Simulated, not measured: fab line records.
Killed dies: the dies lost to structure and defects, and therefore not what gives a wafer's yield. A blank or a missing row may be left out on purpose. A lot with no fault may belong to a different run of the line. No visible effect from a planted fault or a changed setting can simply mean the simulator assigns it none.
Chamber matching | flow n5-finfet | N5_HKMG_FIN_STRIP_89 on rie-diel-04 has 4 sister chambers
The step strips SOC in N2/H2, time 20 s. 4 wafers are shown with their chamber, then 7 later ones without.

== WAFERS WITH THEIR CHAMBER ==
wafer  | chamber | throttle-valve-pct (%)
L085.1 | 1       | 18.6
L085.2 | 3       | 19.2
L092.1 | 2       | 19.4
L092.4 | 0       | 19.0

== WAFERS WITHOUT THEIR CHAMBER ==
wafer  | throttle-valve-pct (%)
L092.6 | 19.0
L093.1 | 19.0
L093.3 | 19.3
L093.5 | 19.3
L094.1 | 19.3
L094.2 | 18.6
L094.5 | 19.3

== WHICH CHAMBER EACH WENT THROUGH ==
wafer  | from the rows above     | in truth
L092.6 | 0                       | 0
L093.1 | 0                       | 0
L093.3 | can't be placed: 2 or 3 | 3
L093.5 | can't be placed: 2 or 3 | 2
L094.1 | can't be placed: 2 or 3 | 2
L094.2 | 1                       | 1
L094.5 | can't be placed: 2 or 3 | 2
Correctly placed: 3 of 7. These rows do not allow placing 4 (true chamber among the candidates in 4). Wrongly placed: 0.
How it was worked out, from the rows above alone: a wafer's distance from a chamber is the root of the sum, over the readings, of the square of ((its reading less the chamber's mean) divided by the reading's scatter). The wafer belongs to the nearest chamber; if the next one is less than 2 further off, it can't be placed. For every chamber, the mean is computed from those of its wafers that are shown. The scatter (one wafer shown for each chamber): square how far every hidden wafer sits from the nearest shown wafer, average those squares and take the square root.
